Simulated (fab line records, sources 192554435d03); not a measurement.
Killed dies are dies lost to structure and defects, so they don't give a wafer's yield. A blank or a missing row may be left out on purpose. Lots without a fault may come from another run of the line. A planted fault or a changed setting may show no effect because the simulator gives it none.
One fault seen from 3 desks | flow n5_finfet | each desk has only its own numbers; what lay behind them comes last

THE DEFECT DESK
What the inspections along the route counted, lot by lot: means of the sampled wafers that have a number. A lot is out of limits, marked OUT, if its mean lies more than 4 standard deviations from the usual mean; the brackets give that distance.
Columns: A = raw_defect_count at N5_BEOL_M6_INSPECT_30, usual 419
lot  | first seen here | A
L188 | day 9 06:36     | 370
L191 | day 9 11:35     | 418
L193 | day 10 11:27    | 458
L194 | day 10 20:34    | 368
L196 | day 11 00:01    | 454
L203 | day 13 01:58    | 512
L204 | day 13 04:14    | 881 (+5.6) OUT
L205 | day 13 11:48    | 798 (+4.6) OUT
L208 | day 14 05:20    | 464
L209 | day 14 05:41    | 582
This desk's finding: out of limits on L204, L205; first on L204, day 13 04:14 (raw_defect_count at N5_BEOL_M6_INSPECT_30). In limits: L188, L191, L193, L194, L196, L203, L208, L209.

THE TOOL OWNER'S DESK: rie_diel-03
The tool's own readings at N5_BEOL_M6_STRIP_19 (strips in O2): means of the sampled wafers that have a number, for each lot that ran on this tool. A lot is out of limits, marked OUT, if its mean lies more than 4 standard deviations from the usual mean; the brackets give that distance.
Columns: A = drypump_motor_current_A at N5_BEOL_M6_STRIP_19, usual 5.60 A; B = oes_product_au at N5_BEOL_M6_STRIP_19, usual 0.79 a.u.; C = rf_vpp_V at N5_BEOL_M6_STRIP_19, usual 3.6 V; D = showerhead_plenum_p_Torr at N5_BEOL_M6_STRIP_19, usual 2.06 Torr; E = throttle_valve_pct at N5_BEOL_M6_STRIP_19, usual 16.66 %
lot  | first seen here | A    | B    | C   | D    | E
L188 | day 9 05:02     | 5.42 | 0.74 | 4.4 | 2.09 | 16.61
L193 | day 10 09:49    | 5.69 | 0.75 | 3.2 | 2.04 | 16.56
L196 | day 10 23:25    | 5.39 | 0.92 | 3.6 | 2.13 | 16.32
L203 | day 12 23:53    | 5.61 | 0.77 | 3.2 | 2.06 | 16.58
L204 | day 13 03:33    | 5.34 | 0.84 | 3.5 | 2.10 | 16.50
L205 | day 13 11:11    | 5.56 | 0.82 | 2.8 | 2.08 | 16.59
This desk's finding: nothing out of limits on any of the 6 lots.

THE METROLOGY DESK
What the gauges read, lot by lot, whatever tool the lot ran on: means of the sampled wafers that have a number. A lot is out of limits, marked OUT, if its mean lies more than 4 standard deviations from the usual mean; the brackets give that distance.
Columns: A = cd_nm at N5_BEOL_M6_CD_MEAS_28, usual 39.96 nm
lot  | first seen here | A
L188 | day 9 06:31     | 39.91
L191 | day 9 11:31     | 39.87
L193 | day 10 11:22    | 40.36
L194 | day 10 20:28    | 39.76
L196 | day 10 23:56    | 40.17
L203 | day 13 01:52    | 39.81
L204 | day 13 04:08    | 39.69
L205 | day 13 11:43    | 39.82
L208 | day 14 05:15    | 39.91
L209 | day 14 05:37    | 40.24
This desk's finding: nothing out of limits on any of the 10 lots.

PUT TOGETHER
The defect desk could have raised an alarm at day 13 04:14, on L204, L205.
The tool owner's desk saw nothing out of limits.
The metrology desk saw nothing out of limits.
The tool owner's desk has L204, L205 on record, within its limits.
The metrology desk has L204, L205 on record, within its limits.
Of the lots named, all ran N5_BEOL_M6_STRIP_19 on rie_diel-03.

WHAT THE SIMULATOR HAD PUT IN
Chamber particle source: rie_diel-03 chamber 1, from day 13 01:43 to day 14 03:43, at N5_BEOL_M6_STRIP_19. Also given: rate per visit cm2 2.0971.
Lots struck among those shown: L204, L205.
Hours from the fault's start to each desk's first reading out of limits: the defect desk, 3.
